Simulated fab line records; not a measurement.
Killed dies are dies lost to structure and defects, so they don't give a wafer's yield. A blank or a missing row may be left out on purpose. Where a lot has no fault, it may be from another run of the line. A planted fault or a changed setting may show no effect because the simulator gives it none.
fab line records	flow nand-harc	part 2 of 2: steps 5 to 6 of 6
record lots=23	wafers=69	last-day=34
route steps=1302 shown A_CHANNEL_HOLE_D2@588 A_CHANNEL_FILL_D2@613 A_STAIRCASE@652
lots that met no fault: taken from a fault-free run of the same line
start-h: hours from the record's first day to the start of the lot's first wafer shown	wait-h: time in hours since the lot's previous step	" repeats the value in the row above	L1.1+2: a row that stands for several wafers	- either no value or no given start	* or withheld: withheld	< > ~ a bound
route shown NAME@n: names a module that has steps shown in the file, with the first one's number in the route	usual: mean/standard deviation of fault-free wafers	same: alike in all rows	chamber/n: place in a boat	sites: the reading at each site	_std_site: how widely they spread, as a standard deviation	_edge_site: mean of outer sites minus mean of inner sites	radius-mm: how far each site lies from the wafer's centre	mask NAME#n: copy n	behind: the most recent tool/chamber to have shaped the wafer	hold: why the lot went on hold/how many hours it stayed there/how the hold came to an end	device: transistor that didn't switch, given as n, p or np	end of line: tests of these same wafers at the route's end	for a step that has no rows: nothing shown but its recipe	killed: the dies lost at the first sort to structure and to defects; this is not the yield of the wafer	map: the dies of a wafer, with x for killed, . for not killed, _ for no die there
set.NAME: the setting the step ran with; set.NAME@STEP: the setting that earlier step ran with	model.NAME: the simulator's own value behind a step, which no gauge read
a sample of lots followed through the steps of the route, with each step as a table and each wafer as a row
services: from which hour (start-h, from the record's first day; less than 0 if before it) a tool's chamber was out of use, for how many hours, and why
## steps
# step NHARC_A_STAIRCASE_ETCH_170
# recipe target-depth-a=2000	time-s=66.667	ion-energy-ev=250	c4f6-flow-sccm=25	o2-flow-sccm=20	ar-flow-sccm=500	rf-w=600	bias-w=500	chemistry=C4F6/O2
# usual chamber-pressure-mTorr=30.003/0.026	drypump-motor-current-A=5.9/0.45	oes-product-au=0.975/0.013	rf-vpp-V=548/4	showerhead-plenum-p-Torr=3.96/0.2	throttle-valve-pct=26.904/0.0096
lot.wafer	tool	chamber	start-h	wait-h	chamber-pressure-mTorr	drypump-motor-current-A	oes-product-au	rf-hours-counter-h	rf-vpp-V	showerhead-plenum-p-Torr	throttle-valve-pct
L074.2	rie-diel-13	3	-	-	29.989	6.3	0.972	0	550	4.06	26.902
L074.3	"	0	"	"	30.003	5.4	0.982	4	554	4.22	26.915
L074.6	"	1	"	"	30.000	5.6	0.981	-	545	3.81	26.893
L076.2	rie-diel-13	1	-	-	30.018	5.6	0.953	9	545	3.81	26.905
L076.4	"	3	"	"	30.020	6.3	0.949	3	549	4.06	26.926
L076.3	"	0	"	"	30.009	5.4	0.938	10	555	4.22	26.920
L077.4	rie-diel-01	3	-	-	30.042	6.6	0.976	53	545	3.79	26.895
L077.6	"	3	"	"	30.016	6.6	0.971	-	545	3.79	26.904
L077.5	"	0	"	"	29.934	5.3	0.993	-	554	4.20	26.908
L075.3	rie-diel-06	2	-	-	30.045	5.3	0.976	22	542	3.77	26.899
L075.5	"	2	"	"	29.988	5.3	0.980	-	545	3.77	26.912
L075.6	"	3	"	"	29.954	5.4	0.991	-	545	3.79	26.904
L078.1	rie-diel-13	3	-	-	29.992	6.3	0.989	8	549	4.06	26.891
L078.2	"	0	"	"	30.031	5.4	0.977	14	553	4.22	26.892
L078.3	"	2	"	"	29.975	6.3	0.976	11	549	4.03	26.900
L080.2	rie-diel-01	1	-	-	30.025	5.6	0.968	9	542	3.68	26.892
L080.4	"	2	"	"	30.038	5.8	0.966	9	551	4.13	26.905
L080.6	"	0	"	"	30.022	5.4	0.964	-	552	4.19	26.903
L081.2	rie-diel-01	0	-	-	30.008	5.4	0.969	12	553	4.19	26.896
L081.3	"	2	"	"	30.005	5.8	0.940	9	551	4.13	26.897
L081.5	"	0	"	"	30.021	5.4	0.959	-	553	4.19	26.903
L082.2	rie-diel-01	0	-	-	30.002	5.4	0.992	14	554	4.19	26.904
L082.1	"	2	"	"	29.968	5.8	0.961	11	551	4.12	26.909
L082.5	"	0	"	"	29.987	5.4	0.987	-	552	4.19	26.909
L083.2	rie-diel-06	3	-	-	30.028	5.4	0.980	44	545	3.77	26.914
L083.4	"	1	"	"	30.060	5.9	0.980	39	540	3.67	26.892
L083.5	"	3	"	"	29.983	5.4	0.979	-	543	3.77	26.900
L084.4	rie-diel-13	3	-	-	29.984	6.3	0.989	33	550	4.04	26.913
L084.2	"	0	"	"	30.012	5.4	0.989	40	550	4.20	26.898
L084.6	"	0	"	"	30.022	5.4	0.986	-	552	4.20	26.908
L085.3	rie-diel-06	3	-	-	30.016	5.4	0.978	51	544	3.77	26.916
L085.2	"	0	"	"	29.967	6.5	0.960	48	549	4.03	26.909
L085.4	"	1	"	"	29.993	5.9	0.964	50	543	3.67	26.931
L086.4	rie-diel-01	0	-	-	30.016	5.4	0.955	27	553	4.18	26.889
L086.3	"	1	"	"	30.040	5.6	0.949	27	540	3.67	26.911
L086.6	"	3	"	"	29.981	6.5	0.981	-	543	3.77	26.912
L087.4	rie-diel-01	2	-	-	30.023	5.8	0.975	27	552	4.11	26.912
L087.3	"	0	"	"	29.990	5.4	0.974	29	552	4.18	26.890
L087.6	"	3	"	"	29.970	6.5	0.972	-	544	3.77	26.902
L088.3	rie-diel-06	0	-	-	29.980	6.5	0.977	0	548	4.02	26.910
L088.4	"	1	"	"	29.982	5.9	0.982	-	553	4.23	26.902
L088.6	"	0	"	"	29.976	6.5	0.983	-	549	4.02	26.914
L089.1	rie-diel-01	1	-	-	30.017	5.6	0.959	35	542	3.66	26.940
L089.2	"	3	"	"	29.994	6.6	0.967	32	544	3.77	26.901
L089.6	"	0	"	"	30.017	5.4	0.964	-	552	4.17	26.912
L090.3	rie-diel-01	1	-	-	30.009	5.6	0.974	38	541	3.66	26.898
L090.2	"	3	"	"	30.039	6.6	0.978	35	544	3.77	26.902
L090.5	"	1	"	"	30.027	5.6	0.976	-	541	3.66	26.909
L091.4	rie-diel-13	2	-	-	30.019	6.2	0.988	61	548	4.00	26.903
L091.3	"	0	"	"	30.008	5.4	0.970	65	553	4.19	26.909
L091.6	"	3	"	"	30.002	6.3	0.965	-	550	4.03	26.917
L093.4	rie-diel-01	1	-	-	30.012	5.6	0.960	46	542	3.66	26.910
L093.5	"	3	"	"	29.992	6.6	0.969	-	544	3.76	26.904
L093.6	"	0	"	"	29.996	5.3	0.966	-	552	4.16	26.909
L092.4	rie-diel-01	0	-	-	29.974	5.3	0.967	49	551	4.16	26.911
L092.6	"	2	"	"	29.983	5.8	0.966	-	551	4.10	26.905
L092.5	"	3	"	"	30.021	6.6	0.963	-	543	3.76	26.907
L094.2	rie-diel-06	1	-	-	30.014	6.0	0.977	26	552	4.21	26.882
L094.1	"	2	"	"	29.992	5.3	0.980	26	543	3.74	26.893
L094.4	"	3	"	"	29.963	5.4	0.995	19	544	3.75	26.909
L096.2	rie-diel-06	0	-	-	29.978	6.5	0.997	27	548	4.00	26.898
L096.3	"	2	"	"	29.981	5.3	0.983	30	542	3.73	26.901
L096.5	"	1	"	"	29.951	5.9	0.981	-	552	4.21	26.897
L095.2	rie-diel-01	2	-	-	30.024	5.8	0.989	5	550	4.10	26.909
L095.6	"	3	"	"	30.015	6.6	0.990	-	542	3.76	26.902
L095.5	"	0	"	"	30.011	5.4	0.983	-	550	4.16	26.893
L097.1	rie-diel-13	2	-	-	30.007	6.3	0.980	24	549	3.99	26.911
L097.2	"	3	"	"	30.014	6.3	0.975	14	546	4.02	26.894
L097.5	"	0	"	"	30.008	5.5	0.974	-	552	4.17	26.904
# step NHARC_A_STAIRCASE_TRIM_14
# recipe time-s=211.2	o2-flow-sccm=500	ar-flow-sccm=0	bias-w=0	chemistry=O2
# usual chamber-pressure-mTorr=59.99/0.047	drypump-motor-current-A=5.9/0.43	oes-product-au=1.001/0.0082	rf-vpp-V=57.9/0.94	showerhead-plenum-p-Torr=3.55/0.17	throttle-valve-pct=17.037/0.0083
lot.wafer	tool	chamber	start-h	wait-h	chamber-pressure-mTorr	drypump-motor-current-A	oes-product-au	rf-hours-counter-h	rf-vpp-V	showerhead-plenum-p-Torr	throttle-valve-pct
L074.2	rie-diel-01	2	-	-	59.93	5.8	0.993	52	58.3	3.72	17.041
L074.3	"	3	"	"	60.05	6.5	0.991	51	57.3	3.41	17.025
L074.6	"	2	"	"	60.00	5.8	0.976	-	57.4	3.72	17.036
L076.4	rie-diel-01	2	-	-	60.04	5.8	0.990	54	58.0	3.72	17.035
L076.3	"	3	"	"	59.98	6.5	0.994	53	58.4	3.40	17.044
L076.2	"	0	"	"	60.03	5.3	1.002	50	57.7	3.78	17.037
L077.4	rie-diel-13	3	-	-	59.94	6.3	1.001	4	58.6	3.65	17.042
L077.6	"	3	"	"	59.98	6.3	1.006	-	56.7	3.65	17.025
L077.5	"	0	"	"	60.01	5.4	1.003	-	59.4	3.80	17.029
L075.3	rie-diel-06	2	-	-	59.90	5.3	1.020	23	57.1	3.39	17.024
L075.5	"	1	"	"	59.96	6.0	1.005	-	58.2	3.31	17.038
L075.6	"	2	"	"	59.93	5.3	1.011	-	58.0	3.39	17.034
L078.3	rie-diel-06	0	-	-	59.94	6.5	1.003	24	57.0	3.64	17.033
L078.1	"	1	"	"	59.94	5.9	0.999	25	58.0	3.31	17.020
L078.2	"	2	"	"	59.98	5.3	1.000	29	58.0	3.39	17.041
L080.4	rie-diel-13	2	-	-	59.99	6.3	0.992	23	58.7	3.62	17.040
L080.2	"	1	"	"	60.00	5.6	1.004	23	57.9	3.41	17.045
L080.6	"	3	"	"	60.06	6.3	1.008	-	58.4	3.64	17.039
L081.3	rie-diel-13	1	-	-	60.02	5.6	0.994	27	57.7	3.41	17.043
L081.2	"	3	"	"	60.08	6.3	1.004	23	58.5	3.64	17.048
L081.5	"	2	"	"	60.02	6.3	1.007	-	57.9	3.62	17.034
L082.2	rie-diel-13	0	-	-	59.94	5.4	1.002	33	57.8	3.79	17.031
L082.1	"	1	"	"	59.94	5.7	1.010	28	57.8	3.41	17.039
L082.5	"	0	"	"	59.98	5.4	0.998	-	58.2	3.79	17.043
L083.2	rie-diel-01	1	-	-	59.99	5.6	1.001	13	56.0	3.30	17.040
L083.4	"	3	"	"	60.01	6.6	1.000	16	58.3	3.39	17.038
L083.5	"	1	"	"	59.93	5.6	1.000	-	56.5	3.30	17.037
L084.4	rie-diel-06	0	-	-	59.97	6.5	1.006	48	57.5	3.62	17.035
L084.2	"	1	"	"	60.02	5.9	0.996	50	57.3	3.29	17.047
L084.6	"	0	"	"	59.96	6.5	1.007	-	57.4	3.62	17.039
L085.2	rie-diel-06	0	-	-	59.99	6.5	0.995	49	59.5	3.62	17.034
L085.3	"	1	"	"	59.95	5.9	1.000	50	56.4	3.29	17.055
L085.4	"	3	"	"	59.96	5.4	1.022	51	56.3	3.39	17.044
L086.3	rie-diel-01	0	-	-	59.98	5.4	0.993	28	58.2	3.76	17.037
L086.4	"	1	"	"	60.10	5.6	0.996	27	55.2	3.29	17.025
L086.6	"	0	"	"	59.95	5.3	0.997	-	58.9	3.76	17.031
L087.4	rie-diel-13	0	-	-	59.95	5.5	1.002	49	57.7	3.78	17.050
L087.3	"	2	"	"	60.00	6.2	1.001	43	58.6	3.61	17.037
L087.6	"	1	"	"	59.89	5.6	0.988	-	56.7	3.40	17.052
L088.3	rie-diel-06	0	-	-	60.11	6.5	1.003	1	57.0	3.62	17.061
L088.4	"	1	"	"	59.95	6.0	0.997	-	58.3	3.81	17.040
L088.6	"	2	"	"	60.10	5.3	1.021	-	57.9	3.37	17.035
L089.1	rie-diel-13	2	-	-	59.97	6.3	1.002	53	57.3	3.61	17.042
L089.2	"	0	"	"	59.98	5.4	1.006	60	58.6	3.77	17.023
L089.6	"	2	"	"	60.07	6.3	1.005	-	58.1	3.61	17.030
L090.2	rie-diel-13	0	-	-	60.05	5.4	1.002	64	57.8	3.77	17.043
L090.3	"	1	"	"	59.97	5.6	0.996	60	58.4	3.40	17.035
L090.5	"	0	"	"	59.90	5.4	1.005	-	57.7	3.77	17.031
L091.3	rie-diel-01	3	-	-	59.91	6.6	0.993	35	56.9	3.38	17.024
L091.4	"	0	"	"	60.02	5.4	0.994	39	58.2	3.76	17.035
L091.6	"	3	"	"	59.95	6.6	0.995	-	59.0	3.38	17.032
L093.4	rie-diel-01	2	-	-	60.09	5.8	0.989	44	57.2	3.70	17.029
L093.6	"	2	"	"	60.05	5.8	0.982	-	57.7	3.70	17.039
L093.5	"	3	"	"	59.99	6.6	0.999	-	57.3	3.38	17.041
L092.4	rie-diel-13	0	-	-	60.02	5.4	1.013	10	57.5	3.76	17.037
L092.5	"	1	"	"	60.00	5.6	1.004	-	57.5	3.39	17.047
L092.6	"	2	"	"	59.97	6.2	1.000	-	58.9	3.59	17.030
L094.1	rie-diel-06	1	-	-	59.99	6.0	0.993	27	58.9	3.79	17.030
L094.2	"	2	"	"	60.00	5.3	1.011	26	58.3	3.35	17.022
L094.4	"	3	"	"	60.05	5.4	1.002	19	59.4	3.37	17.040
L096.3	rie-diel-13	0	-	-	59.99	5.4	0.985	19	59.2	3.76	17.039
L096.2	"	2	"	"	60.04	6.2	0.994	19	58.0	3.59	17.041
L096.5	"	0	"	"	60.03	5.5	0.996	-	57.7	3.76	17.046
L095.2	rie-diel-13	3	-	-	59.97	6.3	1.003	10	56.7	3.62	17.037
L095.6	"	0	"	"	60.03	5.4	1.007	-	57.5	3.76	17.044
L095.5	"	1	"	"	59.92	5.6	1.014	-	55.9	3.38	17.054
L097.2	rie-diel-06	0	-	-	60.03	6.5	1.004	31	57.3	3.60	17.020
L097.1	"	2	"	"	59.94	5.3	1.000	37	57.5	3.35	17.052
L097.5	"	0	"	"	59.97	6.5	1.010	-	58.6	3.60	17.041
## services
tool	chamber	start-h	hours	kind
rie-diel-13	3	295.03	10.0	repair
rie-diel-01	0	299.93	2.2	repair
rie-diel-06	-	307.56	9.0	pm
rie-diel-01	-	317.13	0.7	repair
rie-diel-13	-	319.43	0.4	repair
rie-diel-13	-	323.83	2.8	repair
cmp-02	-	330.94	4.0	pm
rie-diel-13	-	342.00	9.0	pm
rie-diel-01	3	352.24	8.4	repair
cmp-02	-	367.07	0.8	repair
rie-diel-01	-	382.39	9.0	pm
cmp-02	-	384.72	0.3	repair
rie-diel-13	1	384.78	2.4	repair
rie-diel-06	-	419.89	0.2	repair
cmp-02	-	428.94	4.0	pm
cmp-02	-	446.05	2.8	repair
cmp-02	-	472.56	0.4	repair
rie-diel-01	3	481.29	5.7	repair
rie-diel-06	-	484.56	9.0	pm
rie-diel-06	3	493.93	7.9	repair
rie-diel-13	-	519.00	9.0	pm
cmp-02	-	526.94	4.0	pm
rie-diel-13	3	528.26	14.9	repair
rie-diel-01	-	559.39	9.0	pm
